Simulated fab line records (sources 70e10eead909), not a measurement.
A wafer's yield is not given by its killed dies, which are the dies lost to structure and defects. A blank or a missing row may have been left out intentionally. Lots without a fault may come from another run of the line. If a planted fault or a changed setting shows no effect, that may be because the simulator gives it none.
Matching of chambers + flow nand_harc + 4 sister chambers for NHARC_A_CONTACT_ETCH_51 on rie_diel-01
The step etches the open film in O2/COS, target depth 7000 nm, time 1820 s. 4 wafers are shown with their chamber, then 6 later ones without.

== WAFERS WITH THEIR CHAMBER ==
| wafer  | chamber | showerhead_plenum_p_Torr (Torr) |
|--------|---------|---------------------------------|
| L474.1 | 1       | 3.17                            |
| L479.4 | 3       | 2.96                            |
| L480.4 | 0       | 3.10                            |
| L480.5 | 2       | 3.23                            |

== WAFERS WHOSE CHAMBER IS MISSING ==
| wafer  | showerhead_plenum_p_Torr (Torr) |
|--------|---------------------------------|
| L483.3 | 3.10                            |
| L483.4 | 3.22                            |
| L483.6 | 2.96                            |
| L485.3 | 3.22                            |
| L485.5 | 3.09                            |
| L485.6 | 2.96                            |

== CHAMBER TAKEN BY EACH ==
| wafer  | from the rows above | in truth |
|--------|---------------------|----------|
| L483.3 | 0                   | 0        |
| L483.4 | 2                   | 2        |
| L483.6 | 3                   | 3        |
| L485.3 | 2                   | 2        |
| L485.5 | 0                   | 0        |
| L485.6 | 3                   | 3        |
Placed correctly: 6 of 6. Not placeable from these rows: 0. Wrongly placed: 0.
How it was worked out, from the rows above alone: a wafer's distance from a chamber is the root of the sum, over the readings, of the square of ((its reading less the chamber's mean) divided by the reading's scatter). If the next closest chamber is less than 2 further off than the closest, the wafer can't be placed; otherwise it belongs to the closest. The mean given for a chamber averages the wafers shown for that chamber. The scatter: with one shown wafer a chamber, the root of the mean of the squares of how far each hidden wafer lies from its nearest shown one.
